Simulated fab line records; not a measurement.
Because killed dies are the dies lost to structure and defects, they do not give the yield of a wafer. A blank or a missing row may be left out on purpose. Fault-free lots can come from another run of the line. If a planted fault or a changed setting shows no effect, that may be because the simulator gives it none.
fab line records    flow nandHarc
record lots=6  wafers=18  lastDay=24
route steps=1159 shown THIN_TSV@1139 END@1159
lots that met no fault: taken from a fault-free run of the same line
startH: hours from the record's opening day to when the first of the lot's shown wafers began    waitH: hours from the lot's prior step to this one    " unchanged from the row above    L1.1+2: one row covering several wafers at once    - no value present, or no start provided    * or withheld: withheld    < > ~ a bound
route shown NAME@n: NAME is a module with steps in the file, n the number in the route of the first one    usual: the fault-free wafers' mean and standard deviation    same: alike in all rows    chamber/n: place in a boat    sites: each site's reading    _std_site: their standard deviation    _edge_site: the outer-site mean with the inner-site mean subtracted    radiusMm: how far each site lies from the wafer's centre    mask NAME#n: copy n    behind: the most recent tool/chamber to have shaped the wafer    hold: why the lot went on hold/how many hours it stayed there/how the hold came to an end    device: the transistor (n, p or np) that didn't switch    end of line: tests of these same wafers at the route's end    a step with no rows: only its recipe    killed: dies that structure and defects cost at the first sort, which is not the same as the wafer's yield    map: the dies of a wafer, with x for killed, . for not killed, _ for no die there
set.NAME: setting as actually run; set.NAME@STEP: the setting as run at that earlier step    model.NAME: the simulator's own value behind a step, which no gauge read
a table for each step, a row for each wafer; lots at some steps of the route
services: a tool's chamber out of use, with start hour (startH, from the record's first day; less than 0 if before it), hours out, and reason
## steps
# step NHARC_THIN_TSV_PVD_24
# recipe targetThkA=8000  powerW=withheld  chamberPressurePa=withheld  substrateTempC=withheld  timeS=withheld  gas=Ar  material=Al
# step NHARC_THIN_TSV_DEHYDRATE_25
# recipe tempC=150  timeS=120
# step NHARC_THIN_TSV_HMDS_26
# recipe timeS=30
# step NHARC_THIN_TSV_COAT_27
# recipe spinRpm=*
# step NHARC_THIN_TSV_SOFTBAKE_28
# recipe tempC=122  timeS=95
# step NHARC_THIN_TSV_EBR_29
# step NHARC_THIN_TSV_EXPOSE_30
# recipe na=0.55  doseMj=11.47  maskId=PAD
# step NHARC_THIN_TSV_PEB_31
# recipe pebTempC=118  pebTimeS=85
# step NHARC_THIN_TSV_DEVELOP_32
# recipe timeS=70
# step NHARC_THIN_TSV_CD_MEAS_33
# recipe targetCdNm=5000  landingEnergyEv=500
# usual cdNm=5000.0/1.5
lot.wafer  tool      chamber  startH  waitH  cdNm
L987.2     cdSem-03  0        430.85  -      4998.8
L987.4     "         0        "       "      4998.7
L987.5     "         0        "       "      4999.3
L990.1     cdSem-01  0        442.38  -      5001.7
L990.2     "         0        "       "      5001.7
L990.4     "         0        "       "      4999.9
L101.1     cdSem-02  0        511.69  -      5000.0
L101.2     "         0        "       "      5000.9
L101.6     "         0        "       "      5001.3
L102.4     cdSem-01  0        524.81  -      4998.7
L102.5     "         0        "       "      5000.0
L102.6     "         0        "       "      4998.9
L103.1     cdSem-02  0        535.07  -      5001.3
L103.2     "         0        "       "      4999.6
L103.3     "         0        "       "      4999.3
L108.2     cdSem-03  0        567.00  -      4999.3
L108.5     "         0        "       "      5001.7
L108.6     "         0        "       "      5001.8
# step NHARC_THIN_TSV_HARDBAKE_34
# recipe tempC=125  timeS=80
# step NHARC_THIN_TSV_DESCUM_35
# recipe timeS=3  o2FlowSccm=200  arFlowSccm=0  biasPowerW=0  chemistry=O2
# usual drypumpMotorCurrentA=5.8/0.37  oesProductAu=1.000/0.0065  rfVppV=57.7/0.91  showerheadPlenumPTorr=1.88/0.083  throttleValvePct=11.311/0.0096
lot.wafer  tool        chamber  startH  waitH  drypumpMotorCurrentA  oesProductAu  rfHoursCounterH  rfVppV  showerheadPlenumPTorr  throttleValvePct
L987.2     rieDiel-08  0        431.00  -      6.3                   1.005         8                56.9    1.87                   11.313
L987.4     "           3        "       "      5.4                   0.998         9                56.7    1.82                   11.312
L987.5     "           0        "       "      6.3                   1.009         -                57.9    1.87                   11.299
L990.2     rieDiel-08  1        442.54  -      5.6                   1.003         10               59.4    2.04                   11.325
L990.1     "           3        "       "      5.4                   1.002         10               56.9    1.82                   11.306
L990.4     "           0        "       "      6.3                   1.013         9                58.5    1.87                   11.311
L101.1     rieDiel-13  2        511.85  -      5.6                   1.005         7                58.2    1.79                   11.315
L101.2     "           1        "       "      5.7                   1.004         6                58.6    1.99                   11.305
L101.6     "           2        "       "      5.6                   0.986         -                57.8    1.79                   11.306
L102.4     rieDiel-13  2        524.99  -      5.6                   1.003         8                56.6    1.79                   11.314
L102.5     "           0        "       "      6.5                   1.002         -                58.8    2.04                   11.309
L102.6     "           1        "       "      5.7                   1.008         -                58.0    1.99                   11.290
L103.3     rieDiel-08  3        535.26  -      5.4                   0.998         3                56.7    1.82                   11.307
L103.1     "           0        "       "      6.3                   0.998         3                57.4    1.86                   11.304
L103.2     "           2        "       "      5.9                   1.004         4                58.3    1.81                   11.303
L108.2     rieDiel-08  0        567.18  -      6.3                   1.000         6                58.0    1.86                   11.320
L108.5     "           3        "       "      5.4                   1.004         -                57.8    1.82                   11.307
L108.6     "           0        "       "      6.3                   0.996         -                58.2    1.86                   11.305
# step NHARC_THIN_TSV_ETCH_59
# recipe targetDepthA=8800  icpW=900  biasW=100  Cl2_flow_sccm=60  bcl3FlowSccm=30  timeS=138.1  chemistry=Cl2/BCl3
# usual drypumpMotorCurrentA=6.34/0.29  oesProductAu=1.003/0.0086  rfFwdPowerW=896/3  runLengthS=159.4/0.48  throttleValvePct=22.264/0.0088
lot.wafer  tool         chamber  startH  waitH  drypumpMotorCurrentA  oesProductAu  rfFwdPowerW  rfHoursCounterH  runLengthS  throttleValvePct
L987.2     rieMetal-01  0        431.13  0.1    6.63                  1.011         896          2.8              159.4       22.259
L987.4     "            0        "       "      6.65                  1.012         900          -                159.5       22.278
L987.5     "            0        "       "      6.66                  1.009         904          -                159.1       22.259
L990.1     rieMetal-02  0        442.67  0.1    6.57                  0.986         892          1.5              159.3       22.257
L990.2     "            1        "       "      5.69                  0.990         889          1.5              159.3       22.275
L990.4     "            1        "       "      5.67                  0.987         887          -                159.3       22.261
L101.1     rieMetal-02  1        511.98  0.1    5.68                  0.994         894          3.3              172.9       22.255
L101.2     "            0        "       "      6.56                  1.010         896          3.3              172.8       22.253
L101.6     "            1        "       "      5.69                  0.992         897          -                172.6       22.250
L102.4     rieMetal-02  1        525.17  0.2    5.69                  0.983         896          -                172.7       22.268
L102.6     "            1        "       "      5.69                  0.990         894          -                172.6       22.272
L102.5     "            0        "       "      6.53                  1.006         898          -                173.3       22.266
L103.1     rieMetal-03  1        535.39  0.1    6.22                  1.009         897          2.4              160.3       22.273
L103.2     "            0        "       "      6.46                  0.994         895          2.4              158.9       22.270
L103.3     "            0        "       "      6.51                  1.001         894          -                158.6       22.273
L108.2     rieMetal-01  1        567.39  0.2    6.41                  1.001         897          1.8              160.1       22.265
L108.6     "            0        "       "      6.66                  1.013         901          -                158.9       22.277
L108.5     "            1        "       "      6.38                  1.006         898          -                160.0       22.258
# step NHARC_THIN_TSV_ETCH_36
# recipe targetDepthA=650  overEtchFrac=0.3  timeS=18.571  ionEnergyEv=150  chemistry=Cl2/BCl3
# usual drypumpMotorCurrentA=6.33/0.29  oesProductAu=1.001/0.0078  runLengthS=39.9/0.46
lot.wafer  tool         chamber  startH  waitH  drypumpMotorCurrentA  oesProductAu  rfHoursCounterH  runLengthS
L987.2     rieMetal-01  1        431.40  0.2    6.39                  0.990         3.0              40.8
L987.4     "            0        "       "      6.65                  0.987         -                39.7
L987.5     "            0        "       "      6.63                  1.005         -                40.1
L990.2     rieMetal-02  1        442.93  0.2    5.69                  0.999         1.7              39.8
L990.1     "            0        "       "      6.55                  0.998         1.7              39.7
L990.4     "            1        "       "      5.70                  0.994         -                40.1
L101.2     rieMetal-02  0        512.23  0.2    6.55                  1.008         3.5              40.0
L101.1     "            1        "       "      5.67                  0.998         3.5              40.1
L101.6     "            0        "       "      6.55                  0.995         -                40.0
L102.4     rieMetal-02  0        525.37  0.2    6.52                  1.017         -                40.5
L102.5     "            1        "       "      5.68                  0.987         -                39.5
L102.6     "            0        "       "      6.55                  1.004         -                40.0
L103.2     rieMetal-03  0        535.65  0.2    6.47                  0.992         2.5              39.1
L103.1     "            1        "       "      6.22                  0.993         2.5              40.5
L103.3     "            1        "       "      6.20                  0.999         -                39.9
L108.2     rieMetal-01  1        567.61  0.2    6.36                  0.989         1.9              40.3
L108.6     "            1        "       "      6.34                  1.010         -                40.7
L108.5     "            0        "       "      6.66                  1.008         -                39.5
# step NHARC_END_SORT_01
# recipe tempC=25
# usual killedAtArray=29/11  killedAtOther=0.6/0.92  killedAtPeriphery=3.2/2  killedDies=33/11  killedOpen=3.2/2  killedShort=1.9/1.5
# same grossDies=677
lot.wafer  tool       chamber  startH  waitH  killedAtArray  killedAtOther  killedAtPeriphery  killedDies  killedOpen  killedShort
L987.2     prober-02  0        439.05  2.8    25             2              3                  30          4           4
L987.4     prober-02  0        440.66  3.4    23             2              0                  25          5           1
L987.5     prober-02  0        441.46  3.7    26             1              3                  30          0           2
L990.1     prober-01  0        453.77  2.5    29             0              0                  29          3           2
L990.2     prober-01  0        454.56  2.8    18             1              1                  20          5           1
L990.4     prober-01  0        456.14  3.4    23             0              2                  25          7           1
L101.1     prober-02  0        519.45  2.5    52             0              5                  57          5           6
L101.6     prober-02  0        523.43  4.0    58             0              2                  60          2           0
# killed by level:class
L987.2 A_SGD_CUT:chamberFilmFlake=5 A_SLIT:chamberFilmFlake=5 A_STAIRCASE:chamberFilmFlake=4 A_CHANNEL_HOLE_D1:chamberFilmFlake=3 A_CONTACT:chamberFilmFlake=3 P_M0:geometricParticle:open=2 THIN_TSV:chamberFilmFlake=2 P_CONTACT:geometricParticle:open=1
L987.4 A_SLIT:chamberFilmFlake=9 A_CONTACT:chamberFilmFlake=5 A_WL_FILL:geometricParticle:open=2 A_STAIRCASE:chamberFilmFlake=2 THIN_TSV:chamberFilmFlake=2 A_ONON_D1:geometricParticle:open=1 A_CHANNEL_FILL_D1:geometricParticle:short=1 A_CHANNEL_FILL_D1:geometricParticle:open=1
L987.5 A_SLIT:chamberFilmFlake=10 A_SGD_CUT:chamberFilmFlake=6 P_ZERO_WELL:chamberFilmFlake=3 A_CONTACT:chamberFilmFlake=3 A_CHANNEL_HOLE_D1:chamberFilmFlake=2 A_ONON_D1:geometricParticle:short=1 A_WL_FILL:geometricParticle:short=1 A_STAIRCASE:chamberFilmFlake=1
L990.1 A_CHANNEL_HOLE_D1:chamberFilmFlake=17 A_M0:geometricParticle:open=3 A_WL_FILL:chamberFilmFlake=2 A_CONTACT:chamberFilmFlake=2 A_CHANNEL_HOLE_D1:geometricParticle:short=1 A_CONTACT:geometricParticle:short=1 A_CHANNEL_FILL_D1:chamberFilmFlake=1 A_STAIRCASE:chamberFilmFlake=1
L990.2 A_CHANNEL_HOLE_D1:chamberFilmFlake=11 A_ONON_D1:geometricParticle:open=2 A_CONTACT:geometricParticle:open=2 P_M0:geometricParticle:open=1 A_M1:geometricParticle:short=1 A_STAIRCASE:chamberFilmFlake=1 A_CONTACT:chamberFilmFlake=1 THIN_TSV:chamberFilmFlake=1
L990.4 A_CHANNEL_HOLE_D1:chamberFilmFlake=14 A_CONTACT:geometricParticle:open=4 P_M0:geometricParticle:open=1 A_STAIRCASE:geometricParticle:short=1 A_WL_FILL:geometricParticle:open=1 A_M1:geometricParticle:open=1 P_ZERO_WELL:chamberFilmFlake=1 A_SLIT:chamberFilmFlake=1
L101.1 A_CHANNEL_HOLE_D1:chamberFilmFlake=18 A_SLIT:chamberFilmFlake=17 A_STAIRCASE:chamberFilmFlake=4 A_STAIRCASE:areaTrim=3 A_CHANNEL_FILL_D1:geometricParticle:short=2 A_M1:geometricParticle:open=2 A_CONTACT:chamberFilmFlake=2 P_GATE:geometricParticle:open=1
L101.6 A_CHANNEL_HOLE_D1:chamberFilmFlake=22 A_SLIT:chamberFilmFlake=16 A_STAIRCASE:areaTrim=12 A_CONTACT:chamberFilmFlake=5 P_STI:chamberFilmFlake=2 A_WL_FILL:geometricParticle:open=1 A_M0:geometricParticle:open=1 A_STAIRCASE:chamberFilmFlake=1
## services
tool         chamber  startH  hours  kind
rieDiel-08   0        409.07  -      clean
rieDiel-08   1        409.07  -      clean
rieDiel-08   2        409.07  -      clean
rieDiel-08   3        409.07  -      clean
rieDiel-13   2        412.41  3.2    repair
rieDiel-08   0        433.57  -      clean
rieDiel-08   1        433.57  -      clean
rieDiel-08   2        433.57  -      clean
rieDiel-08   3        433.57  -      clean
rieDiel-13   0        434.27  10.9   repair
rieMetal-03  -        453.00  9.0    pm
rieDiel-13   -        453.03  9.0    pm
rieDiel-08   0        458.07  -      clean
rieDiel-08   1        458.07  -      clean
rieDiel-08   2        458.07  -      clean
rieMetal-01  -        466.55  1.1    repair
rieDiel-08   -        479.00  9.0    pm
rieMetal-01  -        509.00  9.0    pm
rieDiel-08   3        528.51  4.8    repair
rieDiel-08   1        560.93  9.9    repair
rieMetal-02  -        565.00  9.0    pm
rieMetal-02  0        565.00  9.0    ventCycle
rieMetal-02  1        565.00  9.0    ventCycle
rieDiel-08   2        567.07  7.4    repair
## key
firstSign step=NHARC_THIN_TSV_ETCH_59  reading=runLengthS  direction=up  sigmas=28  usual=*  struck=*
effect none on later readings
metAt NHARC_THIN_TSV_ETCH_59
struckWafers L101.1,L101.2,L101.6,L102.4,L102.5,L102.6
testerLeftOut L101
onsetBetween 442.67 511.98
earlierFault kind=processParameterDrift  tool=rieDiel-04  chamber=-  onsetH=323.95  steps=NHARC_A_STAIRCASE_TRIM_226  channel=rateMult  offset=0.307  shape=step
fault kind=processParameterDrift  tool=rieMetal-02  chamber=-  onsetH=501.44  steps=NHARC_THIN_TSV_ETCH_59  channel=timeS  offset=*  shape=step  actsIn=*  stated=*
# testerLeftOut: of these lots the tester's yield and bins aren't shown, on N5 and GAA mostly nor the transistor test; their killed dies are dies lost to structure and defects alone, not to doping, threshold or leakage, so they don't give the yield
